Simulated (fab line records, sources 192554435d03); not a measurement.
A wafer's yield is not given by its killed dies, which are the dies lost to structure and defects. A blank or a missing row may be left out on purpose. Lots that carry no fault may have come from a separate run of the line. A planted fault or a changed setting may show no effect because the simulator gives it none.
fab line records || flow n5_finfet || part 2 of 2: steps 23 to 37 of 37
[record] {"lots": 5, "wafers": 15, "last_day": 17}
route steps=1938 shown WELL_APT@53 PMOS_HMC_CHANNEL_EPI@57 FIN_SAQP@90
lots that met no fault: taken from a fault-free run of the same line
start_h: hours from the record's opening day to when the first of the lot's shown wafers began || wait_h: hours from the lot's prior step to this one || " as in the row above || L1.1+2: one row covering several wafers at once || - no value, or no start given || * or withheld: withheld || < > ~ a bound
route shown NAME@n: NAME is a module with steps in the file, n the number in the route of the first one || usual: average and standard deviation across the fault-free wafers || same: alike in all rows || chamber/n: place in a boat || sites: the reading at each site || _std_site: the standard deviation of these || _edge_site: outer sites' mean less inner sites' || radius_mm: how far each site lies from the wafer's centre || mask NAME#n: copy n || behind: the last tool/chamber to shape the wafer || hold: why the lot went on hold/how many hours it stayed there/how the hold came to an end || device: transistor that didn't switch, given as n, p or np || end of line: the route-end tests of the same wafers || for a step that has no rows: nothing shown but its recipe || killed: the dies lost at the first sort to structure and to defects; this is not the yield of the wafer || map: a wafer's dies, x killed, . not, _ none there
set.NAME: setting as actually run; set.NAME@STEP: the setting as run at that earlier step || model.NAME: the simulator's own value behind a step, which no gauge read
lots seen at some steps along the route; tables by step, rows by wafer
services: the hour from which a tool's chamber was out of use, counted from the record's first day as start_h (under 0 if before that day), plus the number of hours and why
[[steps]]
[step N5_PMOS_HMC_CHANNEL_EPI_PRECLEAN_36]
[recipe] {"chemistry": "O3/DIW", "time_s": 45, "temp_c": 22, "o3_ppm": 10}
{"lot.wafer": "L075.1+3+4", "tool": "wet_bench-04", "chamber": "1,3,4", "start_h": 23.52, "wait_h": 0.1}
{"lot.wafer": "L085.1+4+5", "tool": "wet_bench-04", "chamber": "5,4,3", "start_h": 84.38, "wait_h": 0.1}
{"lot.wafer": "L092.2+5+6", "tool": "wet_bench-02", "chamber": "6,0,1", "start_h": 125.96, "wait_h": 0.1}
{"lot.wafer": "L094.2+3+5", "tool": "wet_bench-05", "chamber": "5,0,1", "start_h": 138.34, "wait_h": 0.1}
{"lot.wafer": "L096.1+3+6", "tool": "wet_bench-02", "chamber": "1,6,7", "start_h": 149.56, "wait_h": 0.1}
[step N5_PMOS_HMC_CHANNEL_EPI_PRECLEAN_18]
[recipe] {"chemistry": "DHF", "time_s": 30, "temp_c": 25, "dilution": "withheld"}
{"lot.wafer": "L075.1+3+4", "tool": "wet_bench-04", "chamber": "1,3,4", "start_h": 23.53, "wait_h": 0.0}
{"lot.wafer": "L085.1+4+5", "tool": "wet_bench-04", "chamber": "5,4,3", "start_h": 84.39, "wait_h": 0.0}
{"lot.wafer": "L092.2+5+6", "tool": "wet_bench-02", "chamber": "6,0,1", "start_h": 125.98, "wait_h": 0.0}
{"lot.wafer": "L094.2+3+5", "tool": "wet_bench-05", "chamber": "5,0,1", "start_h": 138.36, "wait_h": 0.0}
{"lot.wafer": "L096.1+3+6", "tool": "wet_bench-02", "chamber": "1,6,7", "start_h": 149.57, "wait_h": 0.0}
[step N5_PMOS_HMC_CHANNEL_EPI_SRD_19]
[recipe] {"dry": "ipa_marangoni", "do_ppb": 5, "time_s": 30, "temp_c": 23, "rinse_liquid": "diw"}
{"lot.wafer": "L075.1+3+4", "tool": "wet_bench-04", "chamber": "1,3,4", "start_h": 23.54, "wait_h": 0.0}
{"lot.wafer": "L085.1+4+5", "tool": "wet_bench-04", "chamber": "5,4,3", "start_h": 84.40, "wait_h": 0.0}
{"lot.wafer": "L092.2+5+6", "tool": "wet_bench-02", "chamber": "6,0,1", "start_h": 125.99, "wait_h": 0.0}
{"lot.wafer": "L094.2+3+5", "tool": "wet_bench-05", "chamber": "5,0,1", "start_h": 138.36, "wait_h": 0.0}
{"lot.wafer": "L096.1+3+6", "tool": "wet_bench-02", "chamber": "1,6,7", "start_h": 149.58, "wait_h": 0.0}
[step N5_PMOS_HMC_CHANNEL_EPI_EPI_20]
[recipe] {"material": "SiGe30", "mask_material": "SiO2", "pressure_torr": 20, "target_thk_a": 590, "temp_c": 600}
{"lot.wafer": "L075.1+3+4", "tool": "epi_rpcvd-04", "chamber": 0, "start_h": 23.59, "wait_h": 0.0}
{"lot.wafer": "L085.1+4+5", "tool": "epi_rpcvd-02", "chamber": 0, "start_h": 84.45, "wait_h": 0.0}
{"lot.wafer": "L092.2+5+6", "tool": "epi_rpcvd-04", "chamber": 0, "start_h": 126.24, "wait_h": 0.2}
{"lot.wafer": "L094.2+3+5", "tool": "epi_rpcvd-04", "chamber": 0, "start_h": 138.61, "wait_h": 0.2}
{"lot.wafer": "L096.1+3+6", "tool": "epi_rpcvd-01", "chamber": 0, "start_h": 149.63, "wait_h": 0.0}
[step N5_PMOS_HMC_CHANNEL_EPI_HM_STRIP_35]
[recipe] {"chemistry": "dHF", "temp_c": 25, "material": "SiO2", "target": "SiO2", "target_depth_a": 396, "time_s": 216}
{"lot.wafer": "L075.1+3+4", "tool": "wet_bench-04", "chamber": "0,5,4", "start_h": 24.82, "wait_h": 1.0}
{"lot.wafer": "L085.1+4+5", "tool": "wet_bench-02", "chamber": "1,2,7", "start_h": 85.68, "wait_h": 1.0}
{"lot.wafer": "L092.2+5+6", "tool": "wet_bench-04", "chamber": "5,3,2", "start_h": 127.29, "wait_h": 0.9}
{"lot.wafer": "L094.2+3+5", "tool": "wet_bench-02", "chamber": "3,0,5", "start_h": 139.65, "wait_h": 0.8}
{"lot.wafer": "L096.1+3+6", "tool": "wet_bench-02", "chamber": "5,0,4", "start_h": 150.86, "wait_h": 1.0}
[step N5_PMOS_HMC_CHANNEL_EPI_SRD_39]
[recipe] {"dry": "ipa_marangoni", "time_s": 30, "temp_c": 23, "rinse_liquid": "diw"}
{"lot.wafer": "L075.1+3+4", "tool": "wet_bench-04", "chamber": "0,5,4", "start_h": 24.88, "wait_h": 0.0}
{"lot.wafer": "L085.1+4+5", "tool": "wet_bench-02", "chamber": "1,2,7", "start_h": 85.74, "wait_h": 0.0}
{"lot.wafer": "L092.2+5+6", "tool": "wet_bench-04", "chamber": "5,3,2", "start_h": 127.36, "wait_h": 0.0}
{"lot.wafer": "L094.2+3+5", "tool": "wet_bench-02", "chamber": "3,0,5", "start_h": 139.71, "wait_h": 0.0}
{"lot.wafer": "L096.1+3+6", "tool": "wet_bench-02", "chamber": "5,0,4", "start_h": 150.93, "wait_h": 0.0}
[step N5_PMOS_HMC_CHANNEL_EPI_CMP_21]
[recipe] {"material": "SiGe30", "post_cmp_clean": "alkaline_brush", "target_thk_nm": 54}
[usual] {"motor_current_A": "12.0/0.56"}
{"lot.wafer": "L075.4", "tool": "cmp-04", "chamber": 0, "start_h": 24.92, "wait_h": 0.0, "motor_current_A": 11.7}
{"lot.wafer": "L075.1", "tool": "cmp-04", "chamber": 1, "start_h": 24.92, "wait_h": 0.0, "motor_current_A": 12.3}
{"lot.wafer": "L075.3", "tool": "cmp-04", "chamber": 2, "start_h": 24.92, "wait_h": 0.0, "motor_current_A": 13.1}
{"lot.wafer": "L085.1", "tool": "cmp-01", "chamber": 3, "start_h": 85.82, "wait_h": 0.1, "motor_current_A": 10.7}
{"lot.wafer": "L085.4", "tool": "cmp-01", "chamber": 0, "start_h": 85.82, "wait_h": 0.1, "motor_current_A": 12.0}
{"lot.wafer": "L085.5", "tool": "cmp-01", "chamber": 3, "start_h": 85.82, "wait_h": 0.1, "motor_current_A": 10.5}
{"lot.wafer": "L092.2", "tool": "cmp-01", "chamber": 0, "start_h": 127.40, "wait_h": 0.0, "motor_current_A": 11.9}
{"lot.wafer": "L092.5", "tool": "cmp-01", "chamber": 0, "start_h": 127.40, "wait_h": 0.0, "motor_current_A": 12.1}
{"lot.wafer": "L092.6", "tool": "cmp-01", "chamber": 1, "start_h": 127.40, "wait_h": 0.0, "motor_current_A": 12.6}
{"lot.wafer": "L094.2", "tool": "cmp-03", "chamber": 2, "start_h": 139.79, "wait_h": 0.1, "motor_current_A": 11.7}
{"lot.wafer": "L094.3", "tool": "cmp-03", "chamber": 0, "start_h": 139.79, "wait_h": 0.1, "motor_current_A": 11.4}
{"lot.wafer": "L094.5", "tool": "cmp-03", "chamber": 2, "start_h": 139.79, "wait_h": 0.1, "motor_current_A": 11.9}
{"lot.wafer": "L096.3", "tool": "cmp-01", "chamber": 3, "start_h": 151.04, "wait_h": 0.1, "motor_current_A": 11.0}
{"lot.wafer": "L096.1", "tool": "cmp-01", "chamber": 0, "start_h": 151.04, "wait_h": 0.1, "motor_current_A": 11.5}
{"lot.wafer": "L096.6", "tool": "cmp-01", "chamber": 1, "start_h": 151.04, "wait_h": 0.1, "motor_current_A": 12.2}
[step N5_PMOS_HMC_CHANNEL_EPI_THK_MEAS_22]
[recipe] {"reads": "SiGe30_of_PMOS_HMC_CHANNEL_EPI_EPI_20"}
[usual] {"HMC_CMP_THK": "53.8/1.7"}
{"lot.wafer": "L075.1", "tool": "film_metro-02", "chamber": "-", "start_h": 25.22, "wait_h": "-", "HMC_CMP_THK[nm]": 54.3}
{"lot.wafer": "L075.3", "tool": "film_metro-02", "chamber": "-", "start_h": 25.22, "wait_h": "-", "HMC_CMP_THK[nm]": 53.5}
{"lot.wafer": "L075.4", "tool": "film_metro-02", "chamber": "-", "start_h": 25.22, "wait_h": "-", "HMC_CMP_THK[nm]": 54.2}
{"lot.wafer": "L085.1", "tool": "film_metro-01", "chamber": "-", "start_h": 86.08, "wait_h": "-", "HMC_CMP_THK[nm]": 55.2}
{"lot.wafer": "L085.4", "tool": "film_metro-01", "chamber": "-", "start_h": 86.08, "wait_h": "-", "HMC_CMP_THK[nm]": 54.4}
{"lot.wafer": "L085.5", "tool": "film_metro-01", "chamber": "-", "start_h": 86.08, "wait_h": "-", "HMC_CMP_THK[nm]": 54.4}
{"lot.wafer": "L092.2", "tool": "film_metro-02", "chamber": "-", "start_h": 127.69, "wait_h": "-", "HMC_CMP_THK[nm]": 54.4}
{"lot.wafer": "L092.5", "tool": "film_metro-02", "chamber": "-", "start_h": 127.69, "wait_h": "-", "HMC_CMP_THK[nm]": 50.6}
{"lot.wafer": "L092.6", "tool": "film_metro-02", "chamber": "-", "start_h": 127.69, "wait_h": "-", "HMC_CMP_THK[nm]": 54.2}
{"lot.wafer": "L094.2", "tool": "film_metro-01", "chamber": "-", "start_h": 140.05, "wait_h": "-", "HMC_CMP_THK[nm]": 54.5}
{"lot.wafer": "L094.3", "tool": "film_metro-01", "chamber": "-", "start_h": 140.05, "wait_h": "-", "HMC_CMP_THK[nm]": 53.9}
{"lot.wafer": "L094.5", "tool": "film_metro-01", "chamber": "-", "start_h": 140.05, "wait_h": "-", "HMC_CMP_THK[nm]": 50.0}
{"lot.wafer": "L096.1", "tool": "film_metro-02", "chamber": "-", "start_h": 151.26, "wait_h": "-", "HMC_CMP_THK[nm]": 54.0}
{"lot.wafer": "L096.3", "tool": "film_metro-02", "chamber": "-", "start_h": 151.26, "wait_h": "-", "HMC_CMP_THK[nm]": 49.8}
{"lot.wafer": "L096.6", "tool": "film_metro-02", "chamber": "-", "start_h": 151.26, "wait_h": "-", "HMC_CMP_THK[nm]": 49.6}
[step N5_PMOS_HMC_CHANNEL_EPI_PRECLEAN_40]
[recipe] {"chemistry": "DHF", "time_s": 30, "temp_c": 25, "dilution": "withheld"}
{"lot.wafer": "L075.1+3+4", "tool": "wet_bench-02", "chamber": "0,5,4", "start_h": 25.25, "wait_h": 0.0}
{"lot.wafer": "L085.1+4+5", "tool": "wet_bench-05", "chamber": "0,6,5", "start_h": 86.11, "wait_h": 0.0}
{"lot.wafer": "L092.2+5+6", "tool": "wet_bench-05", "chamber": "7,4,6", "start_h": 127.72, "wait_h": 0.0}
{"lot.wafer": "L094.2+3+5", "tool": "wet_bench-04", "chamber": "5,7,6", "start_h": 140.07, "wait_h": 0.0}
{"lot.wafer": "L096.1+3+6", "tool": "wet_bench-02", "chamber": "0,3,4", "start_h": 151.29, "wait_h": 0.0}
[step N5_PMOS_HMC_CHANNEL_EPI_PRECLEAN_37]
[recipe] {"chemistry": "O3/DIW", "time_s": 45, "temp_c": 22, "o3_ppm": 10}
{"lot.wafer": "L075.1+3+4", "tool": "wet_bench-02", "chamber": "0,5,4", "start_h": 25.26, "wait_h": 0.0}
{"lot.wafer": "L085.1+4+5", "tool": "wet_bench-05", "chamber": "0,6,5", "start_h": 86.12, "wait_h": 0.0}
{"lot.wafer": "L092.2+5+6", "tool": "wet_bench-05", "chamber": "7,4,6", "start_h": 127.73, "wait_h": 0.0}
{"lot.wafer": "L094.2+3+5", "tool": "wet_bench-04", "chamber": "5,7,6", "start_h": 140.08, "wait_h": 0.0}
{"lot.wafer": "L096.1+3+6", "tool": "wet_bench-02", "chamber": "0,3,4", "start_h": 151.30, "wait_h": 0.0}
[step N5_PMOS_HMC_CHANNEL_EPI_PRECLEAN_24]
[recipe] {"chemistry": "DHF", "time_s": 30, "temp_c": 25, "dilution": "withheld"}
{"lot.wafer": "L075.1+3+4", "tool": "wet_bench-02", "chamber": "0,5,4", "start_h": 25.27, "wait_h": 0.0}
{"lot.wafer": "L085.1+4+5", "tool": "wet_bench-05", "chamber": "0,6,5", "start_h": 86.13, "wait_h": 0.0}
{"lot.wafer": "L092.2+5+6", "tool": "wet_bench-05", "chamber": "7,4,6", "start_h": 127.74, "wait_h": 0.0}
{"lot.wafer": "L094.2+3+5", "tool": "wet_bench-04", "chamber": "5,7,6", "start_h": 140.10, "wait_h": 0.0}
{"lot.wafer": "L096.1+3+6", "tool": "wet_bench-02", "chamber": "0,3,4", "start_h": 151.31, "wait_h": 0.0}
[step N5_PMOS_HMC_CHANNEL_EPI_SRD_25]
[recipe] {"dry": "ipa_marangoni", "do_ppb": 5, "time_s": 30, "temp_c": 23, "rinse_liquid": "diw"}
{"lot.wafer": "L075.1+3+4", "tool": "wet_bench-02", "chamber": "0,5,4", "start_h": 25.28, "wait_h": 0.0}
{"lot.wafer": "L085.1+4+5", "tool": "wet_bench-05", "chamber": "0,6,5", "start_h": 86.14, "wait_h": 0.0}
{"lot.wafer": "L092.2+5+6", "tool": "wet_bench-05", "chamber": "7,4,6", "start_h": 127.75, "wait_h": 0.0}
{"lot.wafer": "L094.2+3+5", "tool": "wet_bench-04", "chamber": "5,7,6", "start_h": 140.10, "wait_h": 0.0}
{"lot.wafer": "L096.1+3+6", "tool": "wet_bench-02", "chamber": "0,3,4", "start_h": 151.32, "wait_h": 0.0}
[step N5_PMOS_HMC_CHANNEL_EPI_EPI_26]
[recipe] {"material": "Si", "target_thk_a": 38, "temp_c": 650, "precursor": "SiH4/H2", "pressure_torr": 20, "time_s": 22.7}
[usual] {"throttle_valve_pct": "11.18/0.28"}
{"lot.wafer": "L075.1", "tool": "epi_rpcvd-02", "chamber": 0, "start_h": 25.33, "wait_h": 0.0, "throttle_valve_pct": 11.01}
{"lot.wafer": "L075.3", "tool": "epi_rpcvd-02", "chamber": 0, "start_h": 25.33, "wait_h": 0.0, "throttle_valve_pct": 11.45}
{"lot.wafer": "L075.4", "tool": "epi_rpcvd-02", "chamber": 0, "start_h": 25.33, "wait_h": 0.0, "throttle_valve_pct": 11.23}
{"lot.wafer": "L085.1", "tool": "epi_rpcvd-04", "chamber": 0, "start_h": 86.19, "wait_h": 0.0, "throttle_valve_pct": 11.35}
{"lot.wafer": "L085.4", "tool": "epi_rpcvd-04", "chamber": 0, "start_h": 86.19, "wait_h": 0.0, "throttle_valve_pct": 11.25}
{"lot.wafer": "L085.5", "tool": "epi_rpcvd-04", "chamber": 0, "start_h": 86.19, "wait_h": 0.0, "throttle_valve_pct": 11.24}
{"lot.wafer": "L092.2", "tool": "epi_rpcvd-02", "chamber": 0, "start_h": 127.85, "wait_h": 0.1, "throttle_valve_pct": 11.05}
{"lot.wafer": "L092.5", "tool": "epi_rpcvd-02", "chamber": 0, "start_h": 127.85, "wait_h": 0.1, "throttle_valve_pct": 11.05}
{"lot.wafer": "L092.6", "tool": "epi_rpcvd-02", "chamber": 0, "start_h": 127.85, "wait_h": 0.1, "throttle_valve_pct": 11.14}
{"lot.wafer": "L094.2", "tool": "epi_rpcvd-02", "chamber": 0, "start_h": 140.22, "wait_h": 0.1, "throttle_valve_pct": 11.08}
{"lot.wafer": "L094.3", "tool": "epi_rpcvd-02", "chamber": 0, "start_h": 140.22, "wait_h": 0.1, "throttle_valve_pct": 11.17}
{"lot.wafer": "L094.5", "tool": "epi_rpcvd-02", "chamber": 0, "start_h": 140.22, "wait_h": 0.1, "throttle_valve_pct": 11.18}
{"lot.wafer": "L096.1", "tool": "epi_rpcvd-04", "chamber": 0, "start_h": 151.37, "wait_h": 0.0, "throttle_valve_pct": 11.11}
{"lot.wafer": "L096.3", "tool": "epi_rpcvd-04", "chamber": 0, "start_h": 151.37, "wait_h": 0.0, "throttle_valve_pct": 11.04}
{"lot.wafer": "L096.6", "tool": "epi_rpcvd-04", "chamber": 0, "start_h": 151.37, "wait_h": 0.0, "throttle_valve_pct": 11.01}
[step N5_PMOS_HMC_CHANNEL_EPI_INSPECT_30]
[recipe] {"inspect_instrument": "darkfield", "mode": "post_epi"}
[usual] {"raw_defect_count": "18/5.8"}
{"lot.wafer": "L075.1", "tool": "defect_inspect-02", "chamber": "-", "start_h": 25.80, "wait_h": 0.0, "raw_defect_count": 24}
{"lot.wafer": "L075.3", "tool": "defect_inspect-02", "chamber": "-", "start_h": 25.80, "wait_h": 0.0, "raw_defect_count": 21}
{"lot.wafer": "L075.4", "tool": "defect_inspect-02", "chamber": "-", "start_h": 25.80, "wait_h": 0.0, "raw_defect_count": 13}
{"lot.wafer": "L085.1", "tool": "defect_inspect-02", "chamber": "-", "start_h": 86.66, "wait_h": 0.0, "raw_defect_count": 9}
{"lot.wafer": "L085.4", "tool": "defect_inspect-02", "chamber": "-", "start_h": 86.66, "wait_h": 0.0, "raw_defect_count": 11}
{"lot.wafer": "L085.5", "tool": "defect_inspect-02", "chamber": "-", "start_h": 86.66, "wait_h": 0.0, "raw_defect_count": 13}
{"lot.wafer": "L092.2", "tool": "defect_inspect-02", "chamber": "-", "start_h": 128.17, "wait_h": 0.0, "raw_defect_count": 18}
{"lot.wafer": "L092.5", "tool": "defect_inspect-02", "chamber": "-", "start_h": 128.17, "wait_h": 0.0, "raw_defect_count": 32}
{"lot.wafer": "L092.6", "tool": "defect_inspect-02", "chamber": "-", "start_h": 128.17, "wait_h": 0.0, "raw_defect_count": 17}
{"lot.wafer": "L094.2", "tool": "defect_inspect-02", "chamber": "-", "start_h": 140.62, "wait_h": 0.0, "raw_defect_count": 21}
{"lot.wafer": "L094.3", "tool": "defect_inspect-02", "chamber": "-", "start_h": 140.62, "wait_h": 0.0, "raw_defect_count": 16}
{"lot.wafer": "L094.5", "tool": "defect_inspect-02", "chamber": "-", "start_h": 140.62, "wait_h": 0.0, "raw_defect_count": 23}
{"lot.wafer": "L096.1", "tool": "defect_inspect-02", "chamber": "-", "start_h": 151.84, "wait_h": 0.0, "raw_defect_count": 19}
{"lot.wafer": "L096.3", "tool": "defect_inspect-02", "chamber": "-", "start_h": 151.84, "wait_h": 0.0, "raw_defect_count": 16}
{"lot.wafer": "L096.6", "tool": "defect_inspect-02", "chamber": "-", "start_h": 151.84, "wait_h": 0.0, "raw_defect_count": 13}
[step N5_FIN_SAQP_PRECLEAN_42]
[recipe] {"chemistry": "O3/DIW", "time_s": 60, "temp_c": 22, "o3_ppm": 10}
{"lot.wafer": "L075.1+3+4", "tool": "wet_bench-03", "chamber": "7,5,6", "start_h": 25.82, "wait_h": 0.0}
{"lot.wafer": "L085.1+4+5", "tool": "wet_bench-06", "chamber": "0,2,5", "start_h": 86.69, "wait_h": 0.0}
{"lot.wafer": "L092.2+5+6", "tool": "wet_bench-01", "chamber": "3,6,0", "start_h": 128.20, "wait_h": 0.0}
{"lot.wafer": "L094.2+3+5", "tool": "wet_bench-01", "chamber": "4,6,7", "start_h": 140.71, "wait_h": 0.1}
{"lot.wafer": "L096.1+3+6", "tool": "wet_bench-03", "chamber": "1,7,0", "start_h": 151.87, "wait_h": 0.0}
[[services]]
{"tool": "rie_diel-01", "chamber": 3, "start_h": -0.69, "hours": 58.9, "kind": "repair"}
{"tool": "cmp-01", "chamber": "-", "start_h": 2.91, "hours": 0.3, "kind": "repair"}
{"tool": "rie_diel-01", "chamber": "-", "start_h": 16.20, "hours": 2.8, "kind": "pm"}
{"tool": "rie_diel-05", "chamber": 2, "start_h": 21.79, "hours": 7.6, "kind": "repair"}
{"tool": "rie_diel-01", "chamber": 2, "start_h": 46.94, "hours": 4.6, "kind": "repair"}
{"tool": "arfi_scanner-01", "chamber": "-", "start_h": 48.96, "hours": 1.3, "kind": "pm"}
{"tool": "cmp-01", "chamber": "-", "start_h": 57.89, "hours": 1.5, "kind": "repair"}
{"tool": "rie_diel-05", "chamber": "-", "start_h": 61.62, "hours": 1.0, "kind": "repair"}
{"tool": "rie_diel-02", "chamber": "-", "start_h": 73.65, "hours": 0.8, "kind": "repair"}
{"tool": "wet_bench-06", "chamber": "-", "start_h": 78.99, "hours": 3.5, "kind": "repair"}
{"tool": "arfi_scanner-01", "chamber": "-", "start_h": 84.54, "hours": 0.5, "kind": "repair"}
{"tool": "arfi_scanner-01", "chamber": "-", "start_h": 85.84, "hours": 0.7, "kind": "repair"}
{"tool": "epi_rpcvd-04", "chamber": "-", "start_h": 86.82, "hours": 1.1, "kind": "repair"}
{"tool": "epi_rpcvd-02", "chamber": "-", "start_h": 88.07, "hours": 0.6, "kind": "repair"}
{"tool": "rie_si-03", "chamber": "-", "start_h": 104.71, "hours": 2.8, "kind": "pm"}
{"tool": "arfi_scanner-01", "chamber": "-", "start_h": 108.42, "hours": 4.9, "kind": "pm"}
{"tool": "arfi_scanner-01", "chamber": "-", "start_h": 113.83, "hours": 1.0, "kind": "repair"}
{"tool": "rie_si-03", "chamber": "-", "start_h": 115.01, "hours": 0.2, "kind": "repair"}
{"tool": "rie_si-02", "chamber": "-", "start_h": 125.90, "hours": 15.6, "kind": "pm"}
{"tool": "rie_diel-05", "chamber": "-", "start_h": 126.82, "hours": 0.3, "kind": "repair"}
{"tool": "arfi_scanner-01", "chamber": "-", "start_h": 129.57, "hours": 0.8, "kind": "pm"}
{"tool": "arfi_scanner-01", "chamber": "-", "start_h": 131.88, "hours": 1.0, "kind": "pm"}
{"tool": "rie_si-02", "chamber": 1, "start_h": 143.79, "hours": 12.2, "kind": "repair"}
{"tool": "wet_bench-03", "chamber": "-", "start_h": 147.22, "hours": 1.5, "kind": "repair"}
